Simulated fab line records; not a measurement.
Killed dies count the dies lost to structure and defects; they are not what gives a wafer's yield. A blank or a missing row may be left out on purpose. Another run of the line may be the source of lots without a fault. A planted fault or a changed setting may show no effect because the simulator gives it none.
Which tool was responsible?	flow nand_harc	69 wafers from 23 lots sampled at 6 of the route's 1159 steps

== WHAT THE GAUGES READ, wafer by wafer ==
The record lacks any reading of a measuring or inspecting step that a usual standard deviation could be used to judge.

== TOOL THAT RAN EACH LOT (tool first, then ch and the chambers of the sampled wafers, then the start) ==
lot	NHARC_A_CHANNEL_FILL_D1_ALD_25	NHARC_A_STAIRCASE_TRIM_200	NHARC_A_STAIRCASE_TRIM_220	NHARC_A_STAIRCASE_ETCH_230	NHARC_A_STAIRCASE_STRIP_254	NHARC_A_STAIRCASE_ETCH_292
L075	ald_hk-03 ch 0,2,3, day 10 08:16	rie_diel-07 ch 0,2, day 11 07:14 or earlier	rie_diel-02 ch 0,3, day 11 07:14	rie_diel-02 ch 0,1,2, day 11 11:05 or earlier	plasma_asher-01 ch 0,1, day 11 11:05	rie_diel-02 ch 0,2,3, day 11 15:19
L074	ald_hk-03 ch 0,2,3, day 10 13:44	rie_diel-06 ch 0,1,3, day 11 14:20 or earlier	rie_diel-02 ch 1,2,3, day 11 14:20	rie_diel-07 ch 0,1,2, day 11 18:32 or earlier	plasma_asher-02 ch 0,1, day 11 18:32	rie_diel-07 ch 1,2, day 11 23:14
L076	ald_hk-02 ch 1,2, day 10 19:26	rie_diel-07 ch 0,3, day 11 19:35 or earlier	rie_diel-06 ch 0,3, day 11 19:35	rie_diel-06 ch 0,1, day 11 23:47 or earlier	plasma_asher-01 ch 0,1, day 11 23:47	rie_diel-02 ch 0,1, day 12 03:21
L078	ald_hk-03 ch 0,1,2, day 10 19:26	rie_diel-06 ch 0,2,3, day 11 18:46 or earlier	rie_diel-07 ch 0,2,3, day 11 18:46	rie_diel-07 ch 1,2,3, day 11 22:43 or earlier	plasma_asher-01 ch 0,1, day 11 22:43	rie_diel-07 ch 0,2,3, day 12 02:20
L077	ald_hk-03 ch 1,2,3, day 10 23:07	rie_diel-07 ch 1,2,3, day 11 22:03 or earlier	rie_diel-06 ch 1,2,3, day 11 22:03	rie_diel-02 ch 0,1,2, day 12 02:18 or earlier	plasma_asher-01 ch 0,1, day 12 02:18	rie_diel-02 ch 1,2, day 12 05:55
L079	ald_hk-02 ch 2,3, day 11 05:19	rie_diel-02 ch 0,1,3, day 12 04:59 or earlier	rie_diel-06 ch 0,1,2, day 12 04:59	rie_diel-06 ch 0,1, day 12 09:26 or earlier	plasma_asher-02 ch 0,1, day 12 09:26	rie_diel-02 ch 0,1,2, day 12 13:13
L081	ald_hk-01 ch 0,3, day 11 18:01	rie_diel-02 ch 0,1,2, day 12 17:55 or earlier	rie_diel-07 ch 1,3, day 12 17:55	rie_diel-07 ch 0,1,3, day 12 23:16 or earlier	plasma_asher-01 ch 0,1, day 12 23:16	rie_diel-02 ch 0,1,3, day 13 03:09
L080	ald_hk-02 ch 0,2,3, day 11 18:38	rie_diel-06 ch 0,1,2, day 12 17:32 or earlier	rie_diel-06 ch 0,1,2, day 12 17:32	rie_diel-06 ch 0,1,2, day 12 21:34 or earlier	plasma_asher-01 ch 0,1, day 12 21:34	rie_diel-06 ch 1,2,3, day 13 01:14
L082	ald_hk-03 ch 1,2, day 12 06:29	rie_diel-07 ch 1,2, day 13 06:47 or earlier	rie_diel-07 ch 1,2, day 13 06:47	rie_diel-06 ch 2,3, day 13 11:02 or earlier	plasma_asher-02 ch 0,1, day 13 11:02	rie_diel-07 ch 0,1,3, day 13 19:29
L083	ald_hk-02 ch 1,2,3, day 12 08:58	rie_diel-06 ch 1,2,3, day 13 07:14 or earlier	rie_diel-07 ch 1,2, day 13 07:14	rie_diel-06 ch 0,1,2, day 13 11:22 or earlier	plasma_asher-02 ch 0,1, day 13 11:22	rie_diel-02 ch 0,1,2, day 13 20:26
L084	ald_hk-03 ch 1,2, day 12 14:13	rie_diel-06 ch 0,1,2, day 13 15:28 or earlier	rie_diel-07 ch 0,1,2, day 13 15:28	rie_diel-06 ch 0,3, day 13 19:27 or earlier	plasma_asher-01 ch 0,1, day 13 19:27	rie_diel-07 ch 0,3, day 14 01:18
L086	ald_hk-02 ch 0,1,2, day 13 10:01	rie_diel-06 ch 0,1,2, day 14 09:49 or earlier	rie_diel-07 ch 0,2,3, day 14 09:49	rie_diel-06 ch 0,2,3, day 14 13:55 or earlier	plasma_asher-01 ch 0,1, day 14 13:55	rie_diel-06 ch 0,1,3, day 14 19:20
L087	ald_hk-03 ch 0,1,3, day 13 10:38	rie_diel-07 ch 1,2,3, day 14 09:09 or earlier	rie_diel-06 ch 0,1,3, day 14 09:09	rie_diel-06 ch 0,1,2, day 14 12:58 or earlier	plasma_asher-02 ch 0,1, day 14 12:58	rie_diel-06 ch 0,1,3, day 14 16:51
L085	ald_hk-01 ch 0,2,3, day 13 11:16	rie_diel-02 ch 0,3, day 14 11:34 or earlier	rie_diel-06 ch 0,2, day 14 11:34	rie_diel-06 ch 2,3, day 14 15:53 or earlier	plasma_asher-02 ch 0,1, day 14 15:53	rie_diel-06 ch 0,1,3, day 14 23:07
L088	ald_hk-03 ch 1,2,3, day 13 21:38	rie_diel-06 ch 0,2,3, day 14 21:48 or earlier	rie_diel-07 ch 2,3, day 14 21:48	rie_diel-07 ch 0,2,3, day 15 03:39 or earlier	plasma_asher-01 ch 0,1, day 15 03:39	rie_diel-06 ch 0,2,3, day 15 07:25
L089	ald_hk-02 ch 0,1,3, day 14 00:04	rie_diel-06 ch 0,1,3, day 15 01:30 or earlier	rie_diel-02 ch 0,2,3, day 15 01:30	rie_diel-02 ch 0,1,3, day 15 05:42 or earlier	plasma_asher-02 ch 0,1, day 15 05:42	rie_diel-07 ch 0,2, day 15 09:35
L090	ald_hk-03 ch 0,1,2, day 14 01:22	rie_diel-07 ch 0,2,3, day 15 03:41 or earlier	rie_diel-07 ch 0,1,3, day 15 03:41	rie_diel-07 ch 0,1,2, day 15 07:31 or earlier	plasma_asher-01 ch 0,1, day 15 07:31	rie_diel-02 ch 0,2,3, day 15 11:05
L092	ald_hk-01 ch 1,2, day 14 19:03	rie_diel-06 ch 2,3, day 15 17:08 or earlier	rie_diel-07 ch 0,1,2, day 15 17:08	rie_diel-06 ch 0,1,3, day 15 20:47 or earlier	plasma_asher-02 ch 0, day 15 20:47	rie_diel-02 ch 0,1,3, day 16 00:37
L095	ald_hk-02 ch 0,1,2, day 15 09:12	rie_diel-02 ch 1,2,3, day 16 06:59 or earlier	rie_diel-02 ch 0,1,3, day 16 06:59	rie_diel-06 ch 0,2,3, day 16 10:42 or earlier	plasma_asher-02 ch 0,1, day 16 10:42	rie_diel-02 ch 1,2,3, day 16 17:26
L096	ald_hk-01 ch 1,2,3, day 15 09:32	rie_diel-02 ch 0,2,3, day 16 08:38 or earlier	rie_diel-02 ch 1,2,3, day 16 08:38	rie_diel-02 ch 0,2,3, day 16 12:46 or earlier	plasma_asher-02 ch 0,1, day 16 12:46	rie_diel-07 ch 0,1,2, day 16 18:07
L093	ald_hk-03 ch 0,1, day 15 09:33	rie_diel-06 ch 0,2,3, day 16 09:07 or earlier	rie_diel-06 ch 0,3, day 16 09:07	rie_diel-06 ch 1,3, day 16 13:01 or earlier	plasma_asher-01 ch 0,1, day 16 13:01	rie_diel-06 ch 1,2, day 16 18:23
L094	ald_hk-02 ch 0,2, day 15 12:16	rie_diel-07 ch 0,1,2, day 16 11:50 or earlier	rie_diel-06 ch 0,2,3, day 16 11:50	rie_diel-07 ch 1,2,3, day 16 15:46 or earlier	plasma_asher-01 ch 0,1, day 16 15:46	rie_diel-07 ch 1,2,3, day 16 20:28
L097	ald_hk-03 ch 1,2,3, day 15 22:15	rie_diel-06 ch 0,1,3, day 16 22:46 or earlier	rie_diel-02 ch 2,3, day 16 22:46	rie_diel-02 ch 0,1,2, day 17 03:23 or earlier	plasma_asher-02 ch 0,1, day 17 03:23	rie_diel-02 ch 2,3, day 17 07:06
- NHARC_A_CHANNEL_FILL_D1_ALD_25: deposits SiOx, target thk 60 nm, pulse time 10 s, ald cycles 600.
- NHARC_A_STAIRCASE_TRIM_200: chemistry O2, time 211.2 s.
- NHARC_A_STAIRCASE_TRIM_220: chemistry O2, time 211.2 s.
- NHARC_A_STAIRCASE_ETCH_230: etches the open film in C4F8/O2, target depth 100 nm, time 40.5 s.
- NHARC_A_STAIRCASE_STRIP_254: strips in O2.
- NHARC_A_STAIRCASE_ETCH_292: etches the open film in CF4/CHF3.

== AS READ BY THE TOOLS THEMSELVES (means over the sampled wafers that have a number; for cases with no such wafer, the mark the record gives instead) ==
NHARC_A_CHANNEL_FILL_D1_ALD_25.
lot	tool	heater_power_w (W)	precursor_pulse_height_rel	susceptor_temp_C (C)
L075	ald_hk-03	440	0.998	300.00
L074	ald_hk-03	447	0.990	299.94
L076	ald_hk-02	470	0.998	300.02
L078	ald_hk-03	406	1.013	299.81
L077	ald_hk-03	451	1.002	300.04
L079	ald_hk-02	471	1.014	299.96
L081	ald_hk-01	484	1.015	300.03
L080	ald_hk-02	485	1.024	299.99
L082	ald_hk-03	421	1.003	299.90
L083	ald_hk-02	452	1.009	299.99
L084	ald_hk-03	431	1.023	300.09
L086	ald_hk-02	489	1.016	300.04
L087	ald_hk-03	446	1.011	299.91
L085	ald_hk-01	461	1.007	300.13
L088	ald_hk-03	450	1.009	300.05
L089	ald_hk-02	459	1.004	299.89
L090	ald_hk-03	418	1.008	300.04
L092	ald_hk-01	500	0.989	300.03
L095	ald_hk-02	495	0.992	300.34
L096	ald_hk-01	489	1.022	300.05
L093	ald_hk-03	403	0.995	299.86
L094	ald_hk-02	513	0.988	300.15
L097	ald_hk-03	450	0.993	299.88

NHARC_A_STAIRCASE_TRIM_200.
lot	tool	drypump_motor_current_A (A)	oes_product_au (a.u.)	rf_vpp_V (V)	showerhead_plenum_p_Torr (Torr)	throttle_valve_pct (%)
L075	rie_diel-07	5.6	0.998	57.8	3.64	17.033
L074	rie_diel-06	5.0	1.014	58.5	3.68	17.043
L076	rie_diel-07	5.6	1.006	57.8	3.62	17.035
L078	rie_diel-06	5.0	1.001	57.4	3.75	17.045
L077	rie_diel-07	5.6	1.002	58.2	3.58	17.030
L079	rie_diel-02	5.8	0.996	57.4	3.47	17.044
L081	rie_diel-02	5.5	0.994	58.9	3.51	17.035
L080	rie_diel-06	5.2	1.006	58.6	3.68	17.041
L082	rie_diel-07	5.6	1.008	57.5	3.57	17.038
L083	rie_diel-06	5.1	1.004	57.4	3.69	17.036
L084	rie_diel-06	5.2	1.007	58.2	3.67	17.028
L086	rie_diel-06	5.2	1.014	58.7	3.67	17.027
L087	rie_diel-07	5.6	0.995	58.2	3.57	17.034
L085	rie_diel-02	6.0	0.996	57.6	3.47	17.037
L088	rie_diel-06	5.0	0.998	58.9	3.74	17.032
L089	rie_diel-06	5.0	0.997	57.6	3.67	17.027
L090	rie_diel-07	5.6	1.003	58.1	3.59	17.040
L092	rie_diel-06	5.0	0.995	57.6	3.75	17.036
L095	rie_diel-02	5.6	0.993	58.4	3.58	17.039
L096	rie_diel-02	5.7	0.991	57.5	3.59	17.043
L093	rie_diel-06	5.0	0.996	58.7	3.73	17.024
L094	rie_diel-07	5.6	0.997	58.9	3.60	17.037
L097	rie_diel-06	5.0	1.008	58.8	3.66	17.036

NHARC_A_STAIRCASE_TRIM_220.
lot	tool	drypump_motor_current_A (A)	oes_product_au (a.u.)	rf_vpp_V (V)	showerhead_plenum_p_Torr (Torr)	throttle_valve_pct (%)
L075	rie_diel-02	6.0	1.003	57.5	3.57	17.040
L074	rie_diel-02	5.6	1.007	58.7	3.60	17.042
L076	rie_diel-06	4.9	0.999	58.2	3.73	17.037
L078	rie_diel-07	5.6	1.005	58.3	3.61	17.035
L077	rie_diel-06	5.1	0.998	58.8	3.70	17.037
L079	rie_diel-06	5.2	0.993	58.4	3.68	17.037
L081	rie_diel-07	5.5	0.998	58.0	3.54	17.033
L080	rie_diel-06	5.2	1.005	58.5	3.68	17.031
L082	rie_diel-07	5.6	0.993	57.7	3.60	17.025
L083	rie_diel-07	5.6	0.998	57.6	3.60	17.040
L084	rie_diel-07	5.6	1.000	57.1	3.61	17.036
L086	rie_diel-07	5.6	0.998	57.0	3.60	17.040
L087	rie_diel-06	5.0	1.008	58.8	3.67	17.044
L085	rie_diel-06	5.1	1.012	58.6	3.72	17.038
L088	rie_diel-07	5.5	1.001	56.4	3.56	17.039
L089	rie_diel-02	5.7	1.003	57.4	3.60	17.049
L090	rie_diel-07	5.6	0.999	57.9	3.57	17.032
L092	rie_diel-07	5.6	1.001	57.1	3.60	17.031
L095	rie_diel-02	5.8	1.000	57.2	3.45	17.040
L096	rie_diel-02	5.6	1.007	58.4	3.58	17.035
L093	rie_diel-06	4.8	0.995	58.9	3.73	17.039
L094	rie_diel-06	5.0	0.998	58.8	3.73	17.039
L097	rie_diel-02	5.5	1.001	58.9	3.71	17.042

NHARC_A_STAIRCASE_ETCH_230.
lot	tool	oes_product_au (a.u.)	rf_vpp_V (V)
L075	rie_diel-02	0.933	896
L074	rie_diel-07	0.949	900
L076	rie_diel-06	0.942	901
L078	rie_diel-07	0.935	897
L077	rie_diel-02	0.919	896
L079	rie_diel-06	0.951	898
L081	rie_diel-07	0.953	897
L080	rie_diel-06	0.950	901
L082	rie_diel-06	0.960	905
L083	rie_diel-06	0.959	901
L084	rie_diel-06	0.919	903
L086	rie_diel-06	0.981	903
L087	rie_diel-06	0.951	901
L085	rie_diel-06	0.924	904
L088	rie_diel-07	0.930	898
L089	rie_diel-02	0.945	893
L090	rie_diel-07	0.944	899
L092	rie_diel-06	0.970	901
L095	rie_diel-06	0.967	903
L096	rie_diel-02	0.943	899
L093	rie_diel-06	0.937	901
L094	rie_diel-07	0.942	897
L097	rie_diel-02	0.951	895

NHARC_A_STAIRCASE_STRIP_254.
lot	tool	drypump_motor_current_A (A)	heater_power_w (W)
L075	plasma_asher-01	5.8	284
L074	plasma_asher-02	5.9	302
L076	plasma_asher-01	5.6	286
L078	plasma_asher-01	5.5	288
L077	plasma_asher-01	5.8	283
L079	plasma_asher-02	5.9	303
L081	plasma_asher-01	5.5	296
L080	plasma_asher-01	5.5	293
L082	plasma_asher-02	6.0	325
L083	plasma_asher-02	5.9	304
L084	plasma_asher-01	5.9	292
L086	plasma_asher-01	5.6	298
L087	plasma_asher-02	6.0	331
L085	plasma_asher-02	5.9	301
L088	plasma_asher-01	5.5	295
L089	plasma_asher-02	5.9	307
L090	plasma_asher-01	5.5	292
L092	plasma_asher-02	5.7	283
L095	plasma_asher-02	5.9	315
L096	plasma_asher-02	6.0	337
L093	plasma_asher-01	5.9	288
L094	plasma_asher-01	5.5	299
L097	plasma_asher-02	6.0	334

NHARC_A_STAIRCASE_ETCH_292.
lot	tool	drypump_motor_current_A (A)	oes_product_au (a.u.)	rf_vpp_V (V)	showerhead_plenum_p_Torr (Torr)	throttle_valve_pct (%)
L075	rie_diel-02	5.7	0.955	371.1	1.61	16.802
L074	rie_diel-07	5.6	0.920	372.0	1.61	16.810
L076	rie_diel-02	5.6	0.917	368.2	1.51	16.806
L078	rie_diel-07	5.6	0.925	371.2	1.61	16.812
L077	rie_diel-02	5.3	0.983	372.2	1.63	16.802
L079	rie_diel-02	5.5	0.975	369.7	1.57	16.799
L081	rie_diel-02	5.8	0.919	370.3	1.54	16.798
L080	rie_diel-06	5.1	0.945	373.0	1.65	16.795
L082	rie_diel-07	5.6	0.970	371.4	1.60	16.792
L083	rie_diel-02	5.5	0.922	370.0	1.57	16.800
L084	rie_diel-07	5.6	0.927	370.8	1.59	16.806
L086	rie_diel-06	5.0	0.928	373.7	1.64	16.803
L087	rie_diel-06	5.0	0.925	373.9	1.64	16.793
L085	rie_diel-06	5.0	0.936	372.8	1.64	16.806
L088	rie_diel-06	5.0	0.948	373.2	1.67	16.805
L089	rie_diel-07	5.6	0.924	372.7	1.62	16.801
L090	rie_diel-02	5.7	0.968	371.3	1.60	16.795
L092	rie_diel-02	5.8	0.941	370.0	1.54	16.805
L095	rie_diel-02	5.6	0.955	371.9	1.59	16.803
L096	rie_diel-07	5.6	0.928	370.9	1.60	16.792
L093	rie_diel-06	5.3	0.938	371.2	1.61	16.797
L094	rie_diel-07	5.5	0.961	370.4	1.59	16.802
L097	rie_diel-02	5.5	0.957	374.4	1.66	16.803

== THE ANSWER, worked out from the rows above alone ==
Rule: what is usual is taken from the lots themselves. Put in order of their means at a reading, lots are off if they are a third of the lots or fewer, leave a main group of 4 or more, and stand apart from it by a gap of 3 or more times the standard deviation of the main group's means; of several such gaps the widest counts. A main group is skipped when, at the precision printed for the reading in the tables above, its means are all equal. A lot without any number at a reading at which 4 lots or more have one is off too. Where the step has rows for the other lots, those lots are counted as sound. After the gauges, taken in route order, come the tools' own readings; for these a lot's mean is taken, as printed above. The first step at which some lot is off is used, and at that step the reading that is off furthest; a lot without a number counts as furthest.
No lot is off on any of the readings shown, so nothing can be concluded from this.

== WHAT WAS PUT IN BY THE SIMULATOR ==
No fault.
